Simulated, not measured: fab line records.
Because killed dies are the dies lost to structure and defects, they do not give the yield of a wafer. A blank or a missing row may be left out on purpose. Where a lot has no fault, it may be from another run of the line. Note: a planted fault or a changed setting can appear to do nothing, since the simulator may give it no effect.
Lot-split experiment / flow n5Finfet / route with 1938 steps; 7 lots, 21 wafers read

## ON THE SPLIT
At N5_BEOL_M11_VIA_ETCH_34 (etches SiCOH lowk in C4F6/O2, target depth 184.5 nm, time 69.2 s), the setting timeS was moved away from the recipe's 69.2 s on 6 of the 21 wafers read, by -16.5% to +17.0%. All remaining wafers had this setting at the recipe value.

The reading comes from the split's own step.

## THE READING
SOC_of_BEOL_M11_COAT_63.thkNm (the simulator's own value, which no gauge read), in nm, at N5_BEOL_M11_VIA_ETCH_34 (etches SiCOH lowk in C4F6/O2, target depth 184.5 nm, time 69.2 s). There is no usual value for it anywhere in the file. Across the 15 wafers here that went through the recipe, the average is 91.8 nm and the standard deviation 0.37 nm.

wafer=L078.1; tool, chamber at the split=rieDiel-05, 2; timeS as run, s=69.2; against the recipe=recipe; SOC_of_BEOL_M11_COAT_63.thkNm, nm=91.8; against lot-mates on the recipe=-
wafer=L078.2; tool, chamber at the split=rieDiel-05, 1; timeS as run, s=69.2; against the recipe=recipe; SOC_of_BEOL_M11_COAT_63.thkNm, nm=91.6; against lot-mates on the recipe=-
wafer=L078.3; tool, chamber at the split=rieDiel-05, 3; timeS as run, s=69.2; against the recipe=recipe; SOC_of_BEOL_M11_COAT_63.thkNm, nm=91.8; against lot-mates on the recipe=-
wafer=L083.3; tool, chamber at the split=rieDiel-02, 0; timeS as run, s=78.35; against the recipe=+13.2%; SOC_of_BEOL_M11_COAT_63.thkNm, nm=91.4; against lot-mates on the recipe=-0.6
wafer=L083.4; tool, chamber at the split=rieDiel-02, 1; timeS as run, s=78.35; against the recipe=+13.2%; SOC_of_BEOL_M11_COAT_63.thkNm, nm=91.8; against lot-mates on the recipe=-0.2
wafer=L083.6; tool, chamber at the split=rieDiel-02, 2; timeS as run, s=69.2; against the recipe=recipe; SOC_of_BEOL_M11_COAT_63.thkNm, nm=92; against lot-mates on the recipe=-
wafer=L081.1; tool, chamber at the split=rieDiel-01, 1; timeS as run, s=69.2; against the recipe=recipe; SOC_of_BEOL_M11_COAT_63.thkNm, nm=91.6; against lot-mates on the recipe=-
wafer=L081.4; tool, chamber at the split=rieDiel-01, 2; timeS as run, s=69.2; against the recipe=recipe; SOC_of_BEOL_M11_COAT_63.thkNm, nm=91.4; against lot-mates on the recipe=-
wafer=L081.5; tool, chamber at the split=rieDiel-01, 1; timeS as run, s=69.2; against the recipe=recipe; SOC_of_BEOL_M11_COAT_63.thkNm, nm=91.8; against lot-mates on the recipe=-
wafer=L082.1; tool, chamber at the split=rieDiel-05, 3; timeS as run, s=69.2; against the recipe=recipe; SOC_of_BEOL_M11_COAT_63.thkNm, nm=91.8; against lot-mates on the recipe=-
wafer=L082.2; tool, chamber at the split=rieDiel-05, 0; timeS as run, s=69.2; against the recipe=recipe; SOC_of_BEOL_M11_COAT_63.thkNm, nm=91.6; against lot-mates on the recipe=-
wafer=L082.3; tool, chamber at the split=rieDiel-05, 1; timeS as run, s=80.98; against the recipe=+17.0%; SOC_of_BEOL_M11_COAT_63.thkNm, nm=89.8; against lot-mates on the recipe=-1.9
wafer=L090.1; tool, chamber at the split=rieDiel-02, 0; timeS as run, s=69.2; against the recipe=recipe; SOC_of_BEOL_M11_COAT_63.thkNm, nm=91.8; against lot-mates on the recipe=-
wafer=L090.3; tool, chamber at the split=rieDiel-02, 2; timeS as run, s=62.95; against the recipe=-9.0%; SOC_of_BEOL_M11_COAT_63.thkNm, nm=92.2; against lot-mates on the recipe=+0.1
wafer=L090.6; tool, chamber at the split=rieDiel-02, 3; timeS as run, s=69.2; against the recipe=recipe; SOC_of_BEOL_M11_COAT_63.thkNm, nm=92.4; against lot-mates on the recipe=-
wafer=L093.1; tool, chamber at the split=rieDiel-05, 1; timeS as run, s=69.2; against the recipe=recipe; SOC_of_BEOL_M11_COAT_63.thkNm, nm=92.4; against lot-mates on the recipe=-
wafer=L093.4; tool, chamber at the split=rieDiel-05, 2; timeS as run, s=69.2; against the recipe=recipe; SOC_of_BEOL_M11_COAT_63.thkNm, nm=92.4; against lot-mates on the recipe=-
wafer=L093.6; tool, chamber at the split=rieDiel-05, 3; timeS as run, s=57.75; against the recipe=-16.5%; SOC_of_BEOL_M11_COAT_63.thkNm, nm=94; against lot-mates on the recipe=+1.6
wafer=L095.2; tool, chamber at the split=rieDiel-01, 0; timeS as run, s=69.2; against the recipe=recipe; SOC_of_BEOL_M11_COAT_63.thkNm, nm=91; against lot-mates on the recipe=-
wafer=L095.3; tool, chamber at the split=rieDiel-01, 2; timeS as run, s=69.2; against the recipe=recipe; SOC_of_BEOL_M11_COAT_63.thkNm, nm=91.6; against lot-mates on the recipe=-
wafer=L095.5; tool, chamber at the split=rieDiel-01, 0; timeS as run, s=77.36; against the recipe=+11.8%; SOC_of_BEOL_M11_COAT_63.thkNm, nm=90.2; against lot-mates on the recipe=-1.1

FIT RESULTS
A straight line over all 21 wafers: SOC_of_BEOL_M11_COAT_63.thkNm changes by -0.0881 nm for each +1% of timeS; r = -0.79; the points scatter about the line by 0.52 nm.
The same after taking each lot's own level away (the mean of its wafers on the recipe; 21 wafers): -0.0735 nm for each +1%; r = -0.86; scatter 0.34 nm.
The reading moves by 1.3 nm for the largest change in timeS, on that fit.
From 91.30 to 92.40 nm: that is the span of the lots' own levels, equal to 3.0 times the standard deviation above.
So the lot-to-lot level blurs the effect unless lot-mates are compared.
Check: for one of the wafers moved furthest among these (+17.0%), held out of the fit, the line's prediction against its lot-mates is -1.01 nm. It came out at -1.9 nm against them.

## ADDITIONAL SPLITS CARRIED BY THESE WAFERS
Other splits were also applied to these wafers ahead of the reading. Each is held against what the fit with the lots' levels taken away leaves over:
other split on the same wafers=N5_BEOL_M9_TRENCH_ETCH_37 timeS; wafers away from the commonest value=7; r with SOC_of_BEOL_M11_COAT_63.thkNm (lot level and that fit taken away)=+0.46
other split on the same wafers=N5_BEOL_M10_COAT_60 spinRpm; wafers away from the commonest value=5; r with SOC_of_BEOL_M11_COAT_63.thkNm (lot level and that fit taken away)=+0.04
other split on the same wafers=N5_BEOL_M11_COAT_05 spinRpm; wafers away from the commonest value=7; r with SOC_of_BEOL_M11_COAT_63.thkNm (lot level and that fit taken away)=-0.28
other split on the same wafers=N5_BEOL_M11_ETCH_62 timeS; wafers away from the commonest value=9; r with SOC_of_BEOL_M11_COAT_63.thkNm (lot level and that fit taken away)=-0.14

## THE WHOLE CHAIN: every reading that the file lists as answering this split, in the file's order
step=N5_BEOL_M11_VIA_ETCH_34; what it does=etches SiCOH lowk in C4F6/O2, target depth 184.5 nm, time 69.2 s; reading=etch.depthNm (the simulator's own value, which no gauge read); change (the file's fit)=+2.02 nm for each +1% of the setting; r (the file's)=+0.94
step=N5_BEOL_M11_VIA_ETCH_34; what it does=etches SiCOH lowk in C4F6/O2, target depth 184.5 nm, time 69.2 s; reading=SOC_of_BEOL_M11_COAT_63.thkNm (the simulator's own value, which no gauge read); change (the file's fit)=-0.0813 nm for each +1% of the setting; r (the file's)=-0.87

## FILE'S OWN FIT
SOC_of_BEOL_M11_COAT_63.thkNm changes by -0.0813 nm for each +1% of timeS, r = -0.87.
